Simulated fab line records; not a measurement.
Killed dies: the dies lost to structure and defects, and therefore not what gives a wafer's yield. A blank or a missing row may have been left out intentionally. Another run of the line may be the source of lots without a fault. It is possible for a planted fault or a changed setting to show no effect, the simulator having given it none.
fab line records	flow n5-finfet
record: lots: 4	wafers: 11	last-day: 16
route steps=1938 shown BEOL_M0@742 BEOL_M1@751 BEOL_M4@1111 PASSIVATION@1936
lots that met no fault: taken from a fault-free run of the same line
start-h: hours from the record's first day to the start of the lot's first wafer shown	wait-h: hours from the lot's prior step to this one	" the same as in the row above	L1.1+2: a single row standing in for several wafers	- no value present, or no start provided	* or withheld: withheld	< > ~ a bound
route shown NAME@n: NAME is a module with steps in the file, n the number in the route of the first one	usual: mean and standard deviation over wafers with no fault	same: alike in all rows	chamber/n: place in a boat	sites: readings site by site	_std_site: standard deviation of those values	_edge_site: the outer-site mean with the inner-site mean subtracted	radius-mm: how far each site lies from the wafer's centre	mask NAME#n: copy n	behind: the last tool/chamber to shape the wafer	hold: the reason the lot was held/the length of the hold in hours/how it ended	device: which transistor (n, p or np) failed to switch	end of line: the same wafers' tests at the end of the route	where a step has no rows: the recipe by itself	killed: dies that structure and defects cost at the first sort, which is not the same as the wafer's yield	map: per-die view of a wafer (x killed, . not killed, _ where there is no die)
set.NAME: the run value of the setting; set.NAME@STEP: its run value at that earlier step	model.NAME: the simulator's own value behind a step, which no gauge read
lots at selected steps of the route; one table per step, one row per wafer
services: a tool's chamber out of use, with start hour (start-h, from the record's first day; less than 0 if before it), hours out, and reason
== steps ==
step: N5_BEOL_M0_ANNEAL_119
recipe: temp-c: 225	time-s: 90	ambient: N2
step: N5_BEOL_M0_CMP_120
recipe: stop-on: SiOC	t-overpolish-s: 6.9	down-force-psi: 1	platen-rpm: 50	clearing-platen-down-force-psi: 1.5	clearing-platen-rpm: 50	post-cmp-clean: cu-alkaline	clearing-platen-pad-velocity-m-s: 0.99484	pad-velocity-m-s: 0.99484
step: N5_BEOL_M0_PRE_CLEAN_131
recipe: gas: NH3/H2	time-s: 15	temp-c: *	rf-power-w: 300
step: N5_BEOL_M0_CO_CAP_123
recipe: material: Co	target-thk-a: 20	temp-c: 200	precursor: CCTBA/H2	pressure-torr: 30	time-s: 102.1
step: N5_BEOL_M0_PRE_CLEAN_124
recipe: gas: NH3	time-s: 15	temp-c: withheld	rf-power-w: 300
step: N5_BEOL_M0_DEP_125
recipe: material: SiCN	target-thk-a: 80	temp-c: withheld	precursor: 3MS/NH3	pressure-torr: 3	rf-w: 202	time-s: 14
step: N5_BEOL_M1_ILD_DEP_00
recipe: material: SiOC	target-thk-a: 790	temp-c: 350	precursor: DEMS/O2	pressure-torr: 5	rf-w: 500	time-s: 15.3
step: N5_BEOL_M1_PECVD_72
recipe: material: SiO2	target-thk-a: 160	temp-c: 400	precursor: TEOS/O2	pressure-torr: 5.5	rf-w: 450	teos-flow-sccm: 53.8	gas: O2	flow-sccm: 3000	time-s: 18
step: N5_BEOL_M1_HM_DEP_02
recipe: material: TiN	target-thk-a: 200	temp-c: 25	chamber-pressure-pa: 0.49996
usual: throttle-valve-pct: 29.7/0.91
lot.wafer	tool	chamber	start-h	wait-h	throttle-valve-pct	model.TiN_of_BEOL_M1_HM_DEP_02.thk-nm
L786.1	pvd-sputter-02	-	141.87	1.7	29.4	20
L786.3	"	-	"	"	29.0	20.2
L786.4	"	-	"	"	28.5	20.6
L797.1	pvd-sputter-02	-	205.78	1.7	29.1	19.8
L797.4	"	-	"	"	28.6	36.8
L797.6	"	-	"	"	29.0	36.4
L798.3	pvd-sputter-01	-	214.83	0.6	30.2	19.8
L798.5	"	-	"	"	31.6	20.2
L798.6	"	-	"	"	30.0	19.8
L800.5	pvd-sputter-02	-	225.37	1.6	29.2	19.8
L800.6	"	-	"	"	29.3	36.8
step: N5_BEOL_M1_COAT_61
recipe: resist: SOC	temp-c: 250	time-s: 60	spin-rpm: 1500	resist-thk-nm: 60
step: N5_BEOL_M1_COAT_62
recipe: resist: SiARC	temp-c: 220	time-s: 60	spin-rpm: 1500	resist-thk-nm: 12
step: N5_BEOL_M1_COAT_73
recipe: resist: underlayer	temp-c: 205	time-s: 60	spin-rpm: 1500	resist-thk-nm: 5
step: N5_BEOL_M1_COAT_05
recipe: resist: CAR-EUV	spin-rpm: 1500	resist-thk-nm: 30
step: N5_BEOL_M1_EBR_07
recipe: solvent: PGMEA	ebr-width-mm: 1.5
step: N5_BEOL_M1_SOFTBAKE_06
recipe: temp-c: 110	time-s: 60	resist: CAR-EUV
step: N5_BEOL_M1_EXPOSE_08
recipe: mask-id: M1	na: 0.33	source-shape: dipole	sigma-inner: 0.369	sigma-outer: 0.767	polarization: unpolarized	dose-mj: 33
step: N5_BEOL_M1_PEB_09
recipe: peb-temp-c: 100	peb-time-s: 60	resist: CAR-EUV
step: N5_BEOL_M1_DEVELOP_10
recipe: develop-time-s: 30	developer: TMAH	resist: CAR-EUV	rinse-liquid: surfactant-rinse	dry: air-spin	dev-temp-c: 23
step: N5_BEOL_M1_DESCUM_16
recipe: chemistry: O2	time-s: 7	source-power-w: 50	bias-power-w: 20	pressure-mtorr: 20	rf-frequency-hz: 2.712e+07	temp-c: 40	resist: CAR-EUV	o2-flow-sccm: 225
step: N5_BEOL_M1_ETCH_74
recipe: chemistry: N2/H2	target: underlayer	target-depth-a: 65	mask-material: CAR-EUV	time-s: 5.2	ion-energy-ev: 200	pressure-mtorr: 30	source-w: 840	bias-w: 150	n2-flow-sccm: 200	h2-flow-sccm: 200	ends: cleared
step: N5_BEOL_M1_ETCH_63
recipe: chemistry: CF4	target: SiARC	target-depth-a: 156	mask-material: CAR-EUV	time-s: 26	ion-energy-ev: 80	pressure-mtorr: 40	source-w: 545	bias-w: 36	Ar_flow_sccm: 100	cf4-flow-sccm: 100	ends: cleared
step: N5_BEOL_M1_ETCH_64
recipe: chemistry: N2/H2	target: SOC	target-depth-a: 750	overetch-a: 150	mask-material: SiARC	temp-c: 40	time-s: 112.5	ion-energy-ev: 200	pressure-mtorr: 30	source-w: 840	bias-w: 150	n2-flow-sccm: 200	h2-flow-sccm: 200
step: N5_BEOL_M1_STRIP_65
recipe: chemistry: N2/H2	temp-c: 40	n2-flow-sccm: 200	h2-flow-sccm: 200	rf-frequency-hz: 6e+07
step: N5_BEOL_M1_STRIP_75
recipe: chemistry: N2/H2	temp-c: 40	n2-flow-sccm: 200	h2-flow-sccm: 200	rf-frequency-hz: 6e+07
step: N5_BEOL_M1_STRIP_66
recipe: chemistry: CF4	resist: SiARC	power-w: 300	bias-power-w: 75	pressure-mtorr: 50	cf4-flow-sccm: 150	rf-frequency-hz: 6e+07
step: N5_BEOL_M1_HM_OPEN_17
recipe: chemistry: Cl2/BCl3	target-depth-a: 200	overetch-a: 60	target: TiN	mask-material: SOC	ion-energy-ev: 150	pressure-mtorr: 10	icp-w: 1000	bias-w: 126	Cl2_flow_sccm: 53.25	bcl3-flow-sccm: 21.75	Ar_flow_sccm: 25
usual: bcl3-flow-sccm: 21.76/0.063	drypump-motor-current-A: 5.6/0.4	oes-product-au: 0.59/0.092	throttle-valve-pct: 22.31/0.19
lot.wafer	tool	chamber	start-h	wait-h	bcl3-flow-sccm	drypump-motor-current-A	oes-product-au	rf-hours-counter-h	throttle-valve-pct	model.etch.depth-nm
L786.1	rie-metal-02	1	142.63	0.0	21.78	6.1	0.58	78	22.36	19.98
L786.3	"	1	"	"	21.78	6.0	0.59	-	22.36	20.14
L786.4	"	0	"	"	21.78	5.0	0.69	-	22.02	20.61
L797.1	rie-metal-01	0	206.68	0.0	21.80	5.6	0.50	126	22.37	19.72
L797.4	"	0	"	"	21.79	5.7	0.59	-	22.14	26.02
L797.6	"	1	"	"	21.84	6.1	0.65	-	22.38	25.24
L798.3	rie-metal-02	1	215.98	0.1	21.79	6.1	0.58	-	22.38	19.89
L798.5	"	0	"	"	21.66	5.1	0.66	-	22.04	20.22
L798.6	"	1	"	"	21.78	6.1	0.57	-	22.38	19.83
L800.5	rie-metal-01	0	226.38	0.2	21.70	5.6	0.51	-	22.36	19.79
L800.6	"	0	"	"	21.69	5.6	0.59	-	22.14	26.07
step: N5_BEOL_M1_STRIP_19
recipe: chemistry: O2	power-w: 400	temp-c: 40	pressure-mtorr: 30	rf-frequency-hz: 6e+07	bias-power-w: 0	overash-fraction: 0.2	o2-flow-sccm: 225
step: N5_BEOL_M1_COAT_67
recipe: resist: SOC	temp-c: 250	time-s: 60	spin-rpm: 1500	resist-thk-nm: 60
step: N5_BEOL_M1_COAT_68
recipe: resist: SiARC	temp-c: 220	time-s: 60	spin-rpm: 1500	resist-thk-nm: 12
step: N5_BEOL_M1_COAT_76
recipe: resist: underlayer	temp-c: 205	time-s: 60	spin-rpm: 1500	resist-thk-nm: 5
step: N5_BEOL_M1_COAT_22
recipe: resist: CAR-EUV	spin-rpm: 1500	resist-thk-nm: 30
step: N5_BEOL_M1_EBR_24
recipe: solvent: PGMEA	ebr-width-mm: 1.5
step: N5_BEOL_M1_SOFTBAKE_23
recipe: temp-c: 110	time-s: 60	resist: CAR-EUV
step: N5_BEOL_M1_EXPOSE_25
recipe: mask-id: V0	na: 0.33	source-shape: quasar	sigma-inner: 0.2	sigma-outer: 0.8	polarization: unpolarized	defocus-nm: 5	target-cd-nm: 24	dose-mj: 63
step: N5_BEOL_M1_ETCHBACK_99
recipe: chemistry: CHF3	target: SiO2	target-depth-a: 50	time-s: 10.4	source-w: 215	bias-w: 47	Ar_flow_sccm: 200	CHF3_flow_sccm: 12	ion-energy-ev: 100	pressure-mtorr: 30
usual: CHF3_flow_sccm: 12.00/0.04	drypump-motor-current-A: 5.9/0.56	oes-product-au: 0.81/0.1	rf-vpp-V: 239/4.1	showerhead-plenum-p-Torr: 2.16/0.071	throttle-valve-pct: 17.05/0.22
lot.wafer	tool	chamber	start-h	wait-h	CHF3_flow_sccm	drypump-motor-current-A	oes-product-au	rf-hours-counter-h	rf-vpp-V	showerhead-plenum-p-Torr	throttle-valve-pct
L786.1	rie-diel-05	3	145.26	1.1	12.01	6.4	0.80	85	242	2.07	16.85
L786.3	"	1	"	"	11.97	5.6	0.78	126	233	2.08	16.93
L786.4	"	0	"	"	12.03	5.5	0.72	201	239	2.22	16.98
L797.1	rie-diel-02	0	207.82	0.1	11.99	5.0	1.03	1	241	2.27	16.66
L797.4	"	2	"	"	12.01	6.7	0.32	82	237	2.17	17.31
L797.6	"	0	"	"	11.99	5.0	0.37	-	240	2.27	16.62
L798.3	rie-diel-02	0	220.44	3.5	12.01	5.0	1.01	4	240	2.27	16.65
L798.5	"	0	"	"	11.99	5.0	1.03	-	240	2.27	16.66
L798.6	"	3	"	"	11.93	6.5	0.75	-	240	2.15	17.21
L800.5	rie-diel-02	0	229.23	2.0	12.08	5.0	1.01	-	242	2.27	16.65
L800.6	"	1	"	"	12.03	6.2	0.34	-	242	2.13	16.98
step: N5_BEOL_M1_TRENCH_ETCH_37
recipe: chemistry: C4F6/O2	target-depth-a: 552.07	target: SiOC	time-s: 29	ion-energy-ev: 250	pressure-mtorr: 30	source-w: 355	bias-w: 185	Ar_flow_sccm: 300	C4F6_flow_sccm: 10	O2_flow_sccm: 10
usual: C4F6_flow_sccm: 9.999/0.027	drypump-motor-current-A: 5.9/0.56	oes-product-au: 0.80/0.1	rf-vpp-V: 661/11	showerhead-plenum-p-Torr: 2.86/0.09	throttle-valve-pct: 20.85/0.23
lot.wafer	tool	chamber	start-h	wait-h	C4F6_flow_sccm	drypump-motor-current-A	oes-product-au	rf-hours-counter-h	rf-vpp-V	showerhead-plenum-p-Torr	throttle-valve-pct	model.TiN_of_BEOL_M1_HM_DEP_02.thk-nm
L786.1	rie-diel-05	3	-	-	10.015	6.4	0.81	85	670	2.74	20.66	17.6
L786.3	"	1	"	"	10.008	5.6	0.79	126	645	2.76	20.74	17.8
L786.4	"	0	"	"	10.055	5.5	0.71	201	661	2.93	20.74	18.2
L797.1	rie-diel-02	0	-	-	10.006	5.0	1.03	1	666	3.00	20.44	17.4
L797.4	"	2	"	"	9.994	6.7	0.81	82	654	2.87	21.15	34.6
L797.6	"	0	"	"	10.007	5.0	1.03	-	665	3.00	20.43	34
L798.3	rie-diel-02	0	-	-	9.970	5.0	1.01	4	665	3.00	20.44	17.4
L798.5	"	0	"	"	9.953	5.0	1.01	-	666	3.00	20.44	17.8
L798.6	"	3	"	"	10.051	6.5	0.76	-	661	2.84	20.99	17.6
L800.5	rie-diel-02	0	-	-	9.981	5.0	1.00	-	666	3.00	20.45	17.4
L800.6	"	1	"	"	9.959	6.2	0.90	-	669	2.82	20.90	34.4
step: N5_BEOL_M1_OCD_MEAS_38
usual: trench-depth-nm: 54.7/1
lot.wafer	tool	chamber	start-h	wait-h	trench-depth-nm
L786.1	ocd-02	-	145.65	-	54.2
L786.3	"	-	"	"	55.8
L786.4	"	-	"	"	55.7
L797.1	ocd-02	-	208.21	-	57.1
L797.4	"	-	"	"	-
L797.6	"	-	"	"	-
L798.3	ocd-01	-	220.83	-	57.7
L798.5	"	-	"	"	57.3
L798.6	"	-	"	"	54.6
L800.5	ocd-01	-	229.61	-	57.6
L800.6	"	-	"	"	-
step: N5_BEOL_M1_CD_MEAS_35
recipe: target-cd-nm: 18	target-cd-y-nm: 21	polarity: opening
usual: cd-nm: 18.0/0.33
lot.wafer	tool	chamber	start-h	wait-h	cd-nm
L786.1	cd-sem-03	-	145.81	0.0	17.9
L786.3	"	-	"	"	17.8
L786.4	"	-	"	"	17.9
L797.1	cd-sem-02	-	208.36	0.0	17.8
L797.4	"	-	"	"	-
L797.6	"	-	"	"	-
L798.3	cd-sem-03	-	220.99	0.0	17.5
L798.5	"	-	"	"	17.5
L798.6	"	-	"	"	17.4
L800.5	cd-sem-03	-	229.76	0.0	17.8
L800.6	"	-	"	"	-
step: N5_BEOL_M4_RC_MEAS_101
usual: DIBL_N: 36.0/1.7	DIBL_P: 36.0/2	IOFF_N: 0.156/0.028	IOFF_P: 0.21/0.04	ION_N: 673/12	ION_P: 463/8.3	SS_N: 71.4/0.6	SS_P: 73.3/0.66	VT_N: 250/3	VT_P: -250/3.8
lot.wafer	tool	chamber	start-h	wait-h	DIBL_N[mV/V]	DIBL_P[mV/V]	IOFF_N[nA/um]	IOFF_P[nA/um]	ION_N[uA/um]	ION_P[uA/um]	SS_N[mV/dec]	SS_P[mV/dec]	VT_N[mV]	VT_P[mV]
L786.1	prober-02	0	179.40	0.3	35.9	35.2	0.134	0.17	681	460	71.6	73.2	256	-254
L786.3	"	0	"	"	35.1	34.5	0.127	0.17	660	450	71.4	72.9	254	-255
L786.4	"	0	"	"	37.7	37.4	0.168	0.19	671	462	71.4	73.2	253	-254
L797.1	prober-01	0	244.96	0.0	36.6	36.7	0.176	0.22	683	466	71.8	72.6	246	-251
L798.3	prober-02	0	254.33	0.3	33.7	33.7	0.131	0.16	664	451	70.9	73.4	251	-256
L798.5	"	0	"	"	34.3	34.9	0.139	0.17	663	460	71.5	73.0	253	-254
L798.6	"	0	"	"	35.4	35.7	0.154	0.18	677	458	72.2	73.6	248	-253
L800.5	prober-02	0	274.77	0.6	38.2	37.5	0.184	0.24	700	476	72.0	73.9	248	-245
step: N5_PASSIVATION_PROBE_49
usual: defect-limited-yield: 91.6/1.6	killed_at_M0_to_M3: 31/10	killed_at_M4_up: 14/6.3	killed-at-contacts: 12/6.1	killed-at-front-end: 39/12	killed-at-other: 3.7/2.8	killed-dies: 100/19	killed-on-rim: 13/4.2	killed-open: 66/14	killed-short: 33/8.1	sort_bin_5_function: 5.0/1.1	sort_bin_6_memory: 3.2/0.66	sort-n-pass: 1080/18	sort-yield-pct: 91.6/1.6
same: gross-dies: 1180	killed-at-back-side: 0	sort_bin_4_leakage[%]: 0	sort_bin_8_speed[%]: 0
lot.wafer	tool	chamber	start-h	wait-h	defect-limited-yield[%]	killed_at_M0_to_M3	killed_at_M4_up	killed-at-contacts	killed-at-front-end	killed-at-other	killed-dies	killed-on-rim	killed-open	killed-short	sort_bin_5_function[%]	sort_bin_6_memory[%]	sort-n-pass	sort-yield-pct[%]
L797.1	prober-02	-	347.30	0.0	90.5	49	20	15	25	3	112	12	74	37	5.6	3.7	1068	90.5
L797.4	prober-02	-	347.45	0.2	0	1129	13	8	26	4	1180	152	54	28	97.1	2.5	0	0
L797.6	prober-02	-	347.55	0.3	0	1114	14	7	43	2	1180	152	58	27	97.5	2.1	0	0
L798.3	prober-02	-	366.54	0.1	93.2	23	10	2	40	5	80	13	50	28	4.2	2.4	1100	93.2
L798.5	prober-02	-	366.64	0.2	90.4	40	15	6	49	3	113	14	69	44	5.2	3.8	1067	90.4
L798.6	prober-02	-	366.69	0.3	91.5	16	13	6	64	1	100	11	75	23	5.3	3.1	1080	91.5
L800.6	prober-02	-	376.95	0.3	0	1071	20	17	69	3	1180	152	80	63	95.0	4.3	0	0
killed by level:class
L797.1 MOL_CONTACT_COAG:geometric-particle:open=10 BEOL_M0_SAQP:geometric-particle:open=9 BEOL_M1:geometric-particle:open=9 BEOL_M1:geometric-particle:short=8 BEOL_M4:geometric-particle:open=8 BEOL_M2:geometric-particle:open=7 BEOL_M0_SAQP:geometric-particle:short=6 MOL_CONTACT_COAG:geometric-particle:short=5
L797.4 BEOL_M1:area-open=1098 MOL_CONTACT_COAG:geometric-particle:open=8 BEOL_M0_SAQP:geometric-particle:short=8 ILD0:geometric-particle:open=6 BEOL_M0_SAQP:geometric-particle:open=6 BEOL_M4:geometric-particle:open=6 FIN_SAQP:geometric-particle:open=5 BEOL_M1:geometric-particle:open=5
L797.6 BEOL_M1:area-open=1095 DUMMY_GATE:geometric-particle:open=9 FIN_SAQP:geometric-particle:short=7 STI_FIN_REVEAL:geometric-particle:open=6 ILD0:geometric-particle:open=6 MOL_CONTACT_COAG:geometric-particle:open=6 FIN_SAQP:geometric-particle:open=5 BEOL_M2:geometric-particle:open=5
L798.3 FIN_SAQP:geometric-particle:open=12 SPACER0:geometric-particle:short=8 SPACER0:geometric-particle:open=5 BEOL_M2:geometric-particle:open=5 BEOL_M0:geometric-particle:open=4 FIN_SAQP:geometric-particle:short=3 GATE_CUT:geometric-particle:short=3 BEOL_M1:geometric-particle:open=3
L798.5 FIN_SAQP:geometric-particle:open=12 STI_FIN_REVEAL:geometric-particle:open=10 BEOL_M0_SAQP:geometric-particle:short=9 BEOL_M3:geometric-particle:open=8 GATE_CUT:geometric-particle:short=6 BEOL_M1:geometric-particle:open=6 FIN_SAQP:geometric-particle:short=5 BEOL_M0:geometric-particle:open=5
L798.6 FIN_SAQP:geometric-particle:open=14 STI_FIN_REVEAL:geometric-particle:open=9 DUMMY_GATE:geometric-particle:open=8 GATE_CUT:geometric-particle:open=7 MOL_CONTACT_COAG:geometric-particle:open=6 GATE_CUT:geometric-particle:short=5 BEOL_M1:geometric-particle:open=5 FIN_SAQP:geometric-particle:short=4
L800.6 BEOL_M1:area-open=1036 FIN_SAQP:geometric-particle:short=23 FIN_SAQP:geometric-particle:open=21 BEOL_M4:geometric-particle:open=15 MOL_CONTACT_COAG:geometric-particle:open=13 BEOL_M0_SAQP:geometric-particle:short=12 ILD0:geometric-particle:open=7 BEOL_M0_SAQP:geometric-particle:open=7
map L797.4 (x killed, . not)
_________________xxxxxxxxxxxx________________
______________xxxxxxxxxxxxxxxxxx_____________
___________xxxxxxxxxxxxxxxxxxxxxxxx__________
__________xxxxxxxxxxxxxxxxxxxxxxxxxx_________
________xxxxxxxxxxxxxxxxxxxxxxxxxxxxxx_______
_______xxxxxxxxxxxxxxxxxxxxxxxxxxxxxxxx______
______xxxxxxxxxxxxxxxxxxxxxxxxxxxxxxxxxx_____
_____xxxxxxxxxxxxxxxxxxxxxxxxxxxxxxxxxxxx____
____xxxxxxxxxxxxxxxxxxxxxxxxxxxxxxxxxxxxxx___
___xxxxxxxxxxxxxxxxxxxxxxxxxxxxxxxxxxxxxxxx__
___xxxxxxxxxxxxxxxxxxxxxxxxxxxxxxxxxxxxxxxx__
__xxxxxxxxxxxxxxxxxxxxxxxxxxxxxxxxxxxxxxxxxx_
__xxxxxxxxxxxxxxxxxxxxxxxxxxxxxxxxxxxxxxxxxx_
_xxxxxxxxxxxxxxxxxxxxxxxxxxxxxxxxxxxxxxxxxxxx
_xxxxxxxxxxxxxxxxxxxxxxxxxxxxxxxxxxxxxxxxxxxx
_xxxxxxxxxxxxxxxxxxxxxxxxxxxxxxxxxxxxxxxxxxxx
_xxxxxxxxxxxxxxxxxxxxxxxxxxxxxxxxxxxxxxxxxxxx
_xxxxxxxxxxxxxxxxxxxxxxxxxxxxxxxxxxxxxxxxxxxx
_xxxxxxxxxxxxxxxxxxxxxxxxxxxxxxxxxxxxxxxxxxxx
_xxxxxxxxxxxxxxxxxxxxxxxxxxxxxxxxxxxxxxxxxxxx
_xxxxxxxxxxxxxxxxxxxxxxxxxxxxxxxxxxxxxxxxxxxx
__xxxxxxxxxxxxxxxxxxxxxxxxxxxxxxxxxxxxxxxxxx_
__xxxxxxxxxxxxxxxxxxxxxxxxxxxxxxxxxxxxxxxxxx_
___xxxxxxxxxxxxxxxxxxxxxxxxxxxxxxxxxxxxxxxx__
___xxxxxxxxxxxxxxxxxxxxxxxxxxxxxxxxxxxxxxxx__
____xxxxxxxxxxxxxxxxxxxxxxxxxxxxxxxxxxxxxx___
_____xxxxxxxxxxxxxxxxxxxxxxxxxxxxxxxxxxxx____
______xxxxxxxxxxxxxxxxxxxxxxxxxxxxxxxxxx_____
_______xxxxxxxxxxxxxxxxxxxxxxxxxxxxxxxx______
________xxxxxxxxxxxxxxxxxxxxxxxxxxxxxx_______
__________xxxxxxxxxxxxxxxxxxxxxxxxxx_________
___________xxxxxxxxxxxxxxxxxxxxxxxx__________
______________xxxxxxxxxxxxxxxxxx_____________
_________________xxxxxxxxxxxx________________
map L800.6 (x killed, . not)
_________________xxxxxxxxxxxx________________
______________xxxxxxxxxxxxxxxxxx_____________
___________xxxxxxxxxxxxxxxxxxxxxxxx__________
__________xxxxxxxxxxxxxxxxxxxxxxxxxx_________
________xxxxxxxxxxxxxxxxxxxxxxxxxxxxxx_______
_______xxxxxxxxxxxxxxxxxxxxxxxxxxxxxxxx______
______xxxxxxxxxxxxxxxxxxxxxxxxxxxxxxxxxx_____
_____xxxxxxxxxxxxxxxxxxxxxxxxxxxxxxxxxxxx____
____xxxxxxxxxxxxxxxxxxxxxxxxxxxxxxxxxxxxxx___
___xxxxxxxxxxxxxxxxxxxxxxxxxxxxxxxxxxxxxxxx__
___xxxxxxxxxxxxxxxxxxxxxxxxxxxxxxxxxxxxxxxx__
__xxxxxxxxxxxxxxxxxxxxxxxxxxxxxxxxxxxxxxxxxx_
__xxxxxxxxxxxxxxxxxxxxxxxxxxxxxxxxxxxxxxxxxx_
_xxxxxxxxxxxxxxxxxxxxxxxxxxxxxxxxxxxxxxxxxxxx
_xxxxxxxxxxxxxxxxxxxxxxxxxxxxxxxxxxxxxxxxxxxx
_xxxxxxxxxxxxxxxxxxxxxxxxxxxxxxxxxxxxxxxxxxxx
_xxxxxxxxxxxxxxxxxxxxxxxxxxxxxxxxxxxxxxxxxxxx
_xxxxxxxxxxxxxxxxxxxxxxxxxxxxxxxxxxxxxxxxxxxx
_xxxxxxxxxxxxxxxxxxxxxxxxxxxxxxxxxxxxxxxxxxxx
_xxxxxxxxxxxxxxxxxxxxxxxxxxxxxxxxxxxxxxxxxxxx
_xxxxxxxxxxxxxxxxxxxxxxxxxxxxxxxxxxxxxxxxxxxx
__xxxxxxxxxxxxxxxxxxxxxxxxxxxxxxxxxxxxxxxxxx_
__xxxxxxxxxxxxxxxxxxxxxxxxxxxxxxxxxxxxxxxxxx_
___xxxxxxxxxxxxxxxxxxxxxxxxxxxxxxxxxxxxxxxx__
___xxxxxxxxxxxxxxxxxxxxxxxxxxxxxxxxxxxxxxxx__
____xxxxxxxxxxxxxxxxxxxxxxxxxxxxxxxxxxxxxx___
_____xxxxxxxxxxxxxxxxxxxxxxxxxxxxxxxxxxxx____
______xxxxxxxxxxxxxxxxxxxxxxxxxxxxxxxxxx_____
_______xxxxxxxxxxxxxxxxxxxxxxxxxxxxxxxx______
________xxxxxxxxxxxxxxxxxxxxxxxxxxxxxx_______
__________xxxxxxxxxxxxxxxxxxxxxxxxxx_________
___________xxxxxxxxxxxxxxxxxxxxxxxx__________
______________xxxxxxxxxxxxxxxxxx_____________
_________________xxxxxxxxxxxx________________
== services ==
tool	chamber	start-h	hours	kind
pvd-sputter-01	-	129.72	1.9	repair
rie-metal-02	1	136.47	5.3	repair
rie-diel-05	0	149.93	9.9	repair
rie-diel-02	1	158.69	-	clean
rie-diel-02	1	158.69	-	consumable-replace:focus-ring
rie-diel-02	1	158.69	32.3	scheduled-down
rie-diel-02	1	158.69	32.3	vent-cycle
rie-diel-02	0	191.04	-	clean
rie-diel-02	0	191.04	-	consumable-replace:focus-ring
rie-diel-02	0	191.04	-	consumable-replace:showerhead
rie-diel-02	0	191.04	13.5	scheduled-down
rie-diel-02	0	191.04	13.5	vent-cycle
rie-metal-01	1	217.82	15.9	repair
== key ==
first-sign: step: N5_BEOL_M1_ETCHBACK_99	reading: oes-product-au	direction: down	sigmas: 4.6	usual: 0.81	struck: 0.34
effect: step: N5_BEOL_M1_OCD_MEAS_38	reading: trench-depth-nm	direction: missing
effect: step: N5_BEOL_M1_CD_MEAS_35	reading: cd-nm	direction: missing
effect: step: N5_PASSIVATION_PROBE_49	reading: killed_at_M0_to_M3	direction: up	sigmas: 99+	usual: 31	struck: 1105
model-effect: step: N5_BEOL_M1_HM_DEP_02	value: TiN_of_BEOL_M1_HM_DEP_02.thk-nm	without: 19.73	struck: 36.67
model-effect: step: N5_BEOL_M1_HM_OPEN_17	value: etch.depth-nm	without: 19.74	struck: 25.78
model-effect: step: N5_BEOL_M1_TRENCH_ETCH_37	value: TiN_of_BEOL_M1_HM_DEP_02.thk-nm	without: 17.47	struck: 34.33
more-kills-born-at: N5_BEOL_M1_HM_OPEN_17@rie-metal-01: 3229
met-at N5_BEOL_M1_HM_DEP_02
struck-wafers L797.4,L797.6,L800.6
later-rows-left-out L797.4,L797.6,L800.6
onset-between 141.87 205.78
fault: kind: process-parameter-drift	tool: pvd-sputter-02	chamber: -	onset-h: 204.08	steps: N5_BEOL_M1_HM_DEP_02	channel: target-thk-a	offset: *	shape: step	end-h: 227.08	scope: struck-wafers-only	acts-in: *	stated: *
later-rows-left-out: the simulator's readings of these wafers behind a module that went badly wrong aren't trusted and aren't shown, but for the sort
